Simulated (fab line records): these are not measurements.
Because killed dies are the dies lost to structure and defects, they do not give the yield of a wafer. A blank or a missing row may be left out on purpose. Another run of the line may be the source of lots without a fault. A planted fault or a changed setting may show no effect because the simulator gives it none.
Chamber matching / flow nandHarc / pecvd-01 running NHARC_P_CONTACT_DEP_30: 3 sister chambers
The step deposits SiNx, target thk 30 nm. 3 wafers are shown with their chamber, then 10 later ones without.

== EACH WAFER AND ITS CHAMBER ==
wafer=L083.5; chamber=0; heaterPowerW (W)=862
wafer=L084.4; chamber=1; heaterPowerW (W)=565
wafer=L084.5; chamber=2; heaterPowerW (W)=574

== WAFERS MISSING THEIR CHAMBER ==
wafer=L084.6; heaterPowerW (W)=759
wafer=L091.1; heaterPowerW (W)=579
wafer=L091.2; heaterPowerW (W)=746
wafer=L091.3; heaterPowerW (W)=622
wafer=L092.1; heaterPowerW (W)=521
wafer=L092.2; heaterPowerW (W)=846
wafer=L092.6; heaterPowerW (W)=508
wafer=L094.2; heaterPowerW (W)=760
wafer=L094.4; heaterPowerW (W)=599
wafer=L094.5; heaterPowerW (W)=526

== THE CHAMBER EACH PASSED THROUGH ==
wafer=L084.6; from the rows above=can't be placed: 0 or 2 or 1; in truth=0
wafer=L091.1; from the rows above=can't be placed: 2 or 1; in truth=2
wafer=L091.2; from the rows above=can't be placed: 0 or 2 or 1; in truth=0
wafer=L091.3; from the rows above=can't be placed: 2 or 1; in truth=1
wafer=L092.1; from the rows above=can't be placed: 1 or 2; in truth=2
wafer=L092.2; from the rows above=0; in truth=0
wafer=L092.6; from the rows above=can't be placed: 1 or 2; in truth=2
wafer=L094.2; from the rows above=can't be placed: 0 or 2 or 1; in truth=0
wafer=L094.4; from the rows above=can't be placed: 2 or 1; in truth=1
wafer=L094.5; from the rows above=can't be placed: 1 or 2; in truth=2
Placed correctly: 1 of 10. Unplaceable from these rows: 9, with the true chamber sitting among the candidates in 9. Placed wrongly: 0.
How it was worked out, from the rows above alone: a wafer's distance from a chamber is the root of the sum, over the readings, of the square of ((its reading less the chamber's mean) divided by the reading's scatter). If the next closest chamber is less than 2 further off than the closest, the wafer can't be placed; otherwise it belongs to the closest. For every chamber, the mean is computed from those of its wafers that are shown. The scatter: with one shown wafer a chamber, the root of the mean of the squares of how far each hidden wafer lies from its nearest shown one.
